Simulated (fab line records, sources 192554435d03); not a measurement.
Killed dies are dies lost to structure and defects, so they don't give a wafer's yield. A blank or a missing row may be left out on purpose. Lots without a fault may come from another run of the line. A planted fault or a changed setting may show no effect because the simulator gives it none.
Chamber matching | flow n5_finfet | N5_MOL_CONTACT_COAG_ETCH_89 on rie_diel-03: 4 sister chambers
The step etches underlayer in N2/H2, target depth 13 nm, time 10.4 s. 4 wafers are shown with their chamber, then 11 later ones without.

WAFERS WITH THEIR CHAMBER
wafer  | chamber | showerhead_plenum_p_Torr (Torr)
L085.6 | 0       | 2.39
L087.1 | 3       | 2.70
L087.3 | 2       | 2.54
L086.3 | 1       | 2.57

WAFERS WITHOUT THEIR CHAMBER
wafer  | showerhead_plenum_p_Torr (Torr)
L086.4 | 2.39
L086.5 | 2.70
L089.3 | 2.38
L089.5 | 2.70
L089.6 | 2.38
L095.2 | 2.53
L095.5 | 2.69
L095.6 | 2.53
L096.1 | 2.53
L096.4 | 2.69
L096.5 | 2.56

WHICH CHAMBER EACH WENT THROUGH
wafer  | from the rows above     | in truth
L086.4 | 0                       | 0
L086.5 | 3                       | 3
L089.3 | 0                       | 0
L089.5 | 3                       | 3
L089.6 | 0                       | 0
L095.2 | 2                       | 2
L095.5 | 3                       | 3
L095.6 | 2                       | 2
L096.1 | 2                       | 2
L096.4 | 3                       | 3
L096.5 | can't be placed: 1 or 2 | 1
Placed correctly: 10 of 11. Can't be placed from these rows: 1 (the true chamber is among the candidates in 1). Placed wrongly: 0.
How it was worked out, from the rows above alone: a wafer's distance from a chamber is the root of the sum, over the readings, of the square of ((its reading less the chamber's mean) divided by the reading's scatter). The wafer belongs to the nearest chamber; if the next one is less than 2 further off, it can't be placed. A chamber's mean is the mean of its shown wafers. The scatter: with one shown wafer a chamber, the root of the mean of the squares of how far each hidden wafer lies from its nearest shown one.
